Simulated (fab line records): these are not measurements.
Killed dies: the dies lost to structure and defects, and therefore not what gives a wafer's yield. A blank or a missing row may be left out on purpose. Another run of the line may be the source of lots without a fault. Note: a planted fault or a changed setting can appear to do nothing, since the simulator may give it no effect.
A struck lot beside a sound one || flow n5_finfet || 37 out of 1938 route steps
Sound: wafers L141.1, L141.2, L141.3. Struck: wafer L142.2. (L142.3, L142.5 of the same lot were not struck and are left out.) The cause comes at the end.
Order at every step that has rows: each side's tool, ch and its chambers, its first start. Under that, the readings that differ: sound wafers || struck wafers || difference of the means || sigmas: that difference in standard deviations of wafers without a fault.
alike: words and numbers the same on both sides, and readings whose means are apart by under 2 such deviations; not compared: readings that were withheld, readings missing a value for some wafer, numbers with overlapping values and no deviation given by the record, and bounds like >300 which may hide the same value.
The two part at a step that has a row with sigmas, a row that says differs or no value, or rows on one side only. Numbers that don't overlap but have no deviation are shown without sigmas and don't part them. A reading missing from all wafers of one side parts the sides only when that side holds two or more wafers.

first, 9 steps without rows for these wafers: N5_PMOS_HMC_CHANNEL_EPI_EPI_26 (deposits Si from SiH4/H2, target thk 3.8 nm, time 22.7 s); N5_FIN_SAQP_PRECLEAN_42 (cleans in O3/DIW, time 60 s); N5_FIN_SAQP_PRECLEAN_00 (cleans in SC1, time 60 s); N5_FIN_SAQP_PRECLEAN_44 (cleans in SC2, time 45 s); N5_FIN_SAQP_SRD_01 (time 30 s); N5_FIN_SAQP_ALD_61 (deposits SiO2, target thk 4 nm, pulse time 1 s, purge time 2 s); N5_FIN_SAQP_DENSIFY_62 (time 60 s); N5_FIN_SAQP_HM_DEP_03 (deposits SiNx from SiH4/NH3/N2, target thk 38 nm, time 33.6 s); N5_FIN_SAQP_PECVD_47 (deposits a-Si from SiH4/He, target thk 45 nm, time 36.3 s).
N5_FIN_SAQP_PECVD_48: deposits SiNx from SiH4/NH3/N2, target thk 25 nm, time 22.1 s.
  sound on pecvd-04 ch 0,1,2, day 6 02:44; struck on pecvd-03 ch 2, day 6 10:17
{"reading": "model.SiNx_of_FIN_SAQP_PECVD_48.thk_nm (nm)", "sound": "24.61 24.53 24.72", "struck": 24.08, "difference": -0.54, "sigmas": ""}
  alike: chamber_pressure_Torr, heater_power_w, showerhead_plenum_p_Torr, throttle_valve_pct
then, 16 steps without rows for these wafers: N5_FIN_SAQP_PECVD_06 (deposits a-Si from SiH4/He, target thk 60 nm, time 48.1 s); N5_FIN_SAQP_HM_DEP_72 (deposits SiO2 from SiH4/N2O, target thk 12 nm, time 7.2 s); N5_FIN_SAQP_COAT_49 (time 60 s, resist thk 100 nm); N5_FIN_SAQP_COAT_50 (time 60 s, resist thk 35 nm); N5_FIN_SAQP_COAT_10 (resist thk 90 nm); N5_FIN_SAQP_EBR_12; N5_FIN_SAQP_SOFTBAKE_11 (time 60 s); N5_FIN_SAQP_EXPOSE_13 (exposes mask FIN CORE, target cd 35.6 nm); N5_FIN_SAQP_PEB_14 (peb time 60 s); N5_FIN_SAQP_DEVELOP_15 (develop time 30 s); N5_FIN_SAQP_DESCUM_21 (chemistry O2, time 7.9 s); N5_FIN_SAQP_ETCH_51 (etches SiARC in CF4, target depth 45.5 nm, time 75.8 s); N5_FIN_SAQP_ETCH_52 (etches SOC in N2/H2, target depth 100 nm, overetch 20 nm, time 150 s); N5_FIN_SAQP_STRIP_53 (strips in N2/H2); N5_FIN_SAQP_HM_OPEN_73 (chemistry CHF3/O2, target SiO2, stops on a-Si, target depth 12 nm, time 16.8 s); N5_FIN_SAQP_STRIP_74 (strips in CHF3/O2).
N5_FIN_SAQP_MANDREL_ETCH_22: etches a-Si in HBr/Cl2, stops on SiNx, target depth 60 nm, bt time 10 s, time 30 s.
  sound on rie_si-03 ch 0,1,2, day 6 04:26; struck on rie_si-03 ch 2, day 6 11:17
{"reading": "model.SiNx_of_FIN_SAQP_PECVD_48.thk_nm (nm)", "sound": "24.58 24.48 24.66", "struck": 24.04, "difference": -0.53, "sigmas": ""}
  alike: HBr_flow_sccm, drypump_motor_current_A, oes_product_au, throttle_valve_pct
  not compared: rf_hours_counter_h
then, 7 steps without rows for these wafers: N5_FIN_SAQP_STRIP_55 (strips in N2/H2); N5_FIN_SAQP_STRIP_23 (strips in SPM, time 750 s); N5_FIN_SAQP_SRD_66 (time 30 s); N5_FIN_SAQP_RECESS_75 (chemistry HF/NH3, target SiO2, target depth 14.4 nm, afs cycles 3, sublimation time 60 s); N5_FIN_SAQP_SPACER1_ALD_24 (deposits SiO2, target thk 20.3 nm, pulse time 1 s, purge time 2 s); N5_FIN_SAQP_SPACER1_ETCHBACK_25 (etches SiO2 in CHF3/O2, target depth 24.4 nm, time 12.2 s); N5_FIN_SAQP_MANDREL1_REMOVE_56 (chemistry HBr/Cl2/O2, target a-Si, stops on SiNx, bt time 10 s).
N5_FIN_SAQP_ETCH_57: etches SiNx in CH3F/O2, target depth 32.5 nm, time 46.4 s.
  sound on rie_diel-06 ch 1,2,3, day 6 06:26; struck on rie_diel-02 ch 1, day 6 13:06
{"reading": "rf_hours_counter_h (h)", "sound": "72 139 122", "struck": 198, "difference": "+87", "sigmas": ""}
{"reading": "model.etch.depth_nm (nm)", "sound": "24.58 24.48 24.66", "struck": 24.04, "difference": -0.53, "sigmas": ""}
  alike: drypump_motor_current_A, etch_rf_on_time_s, oes_product_au, rf_vpp_V, showerhead_plenum_p_Torr, throttle_valve_pct
-- here the record skips 6 days between the struck wafers' starts before and after, leaving off in module FIN_SAQP and picking up in module BEOL_M4 (first step shown: number 1111 of the route) --
N5_BEOL_M4_RC_MEAS_101:
  sound on prober-02 ch 0, day 12 04:20; struck on prober-01 ch 0, day 12 07:16
  alike: DIBL_N, DIBL_P, IOFF_N, IOFF_P, ION_N, ION_P, SS_N, SS_P, VT_N, VT_P
-- the record jumps here: 4 days lie between the struck wafers' starts before and after (it left off in module BEOL_M4 and takes up again in module PASSIVATION, whose first step shown is number 1936 of the route) --
N5_PASSIVATION_PROBE_49:
  struck on prober-01, day 16 13:29; sound on prober-02, day 16 02:45
{"reading": "killed_at_M0_to_M3", "sound": "25 29 27", "struck": 68, "difference": "+41", "sigmas": "+4"}
{"reading": "killed_at_front_end", "sound": "33 46 59", "struck": 23, "difference": -23, "sigmas": -2}
  alike: defect_limited_yield, killed_at_M4_up, killed_at_contacts, killed_at_other, killed_dies, killed_on_rim, killed_open, killed_short, sort_bin_5_function, sort_bin_6_memory, sort_n_pass, sort_yield_pct

## WHERE THEY PART
Only at N5_PASSIVATION_PROBE_49, within this record.

WHY: whatever the simulator had introduced
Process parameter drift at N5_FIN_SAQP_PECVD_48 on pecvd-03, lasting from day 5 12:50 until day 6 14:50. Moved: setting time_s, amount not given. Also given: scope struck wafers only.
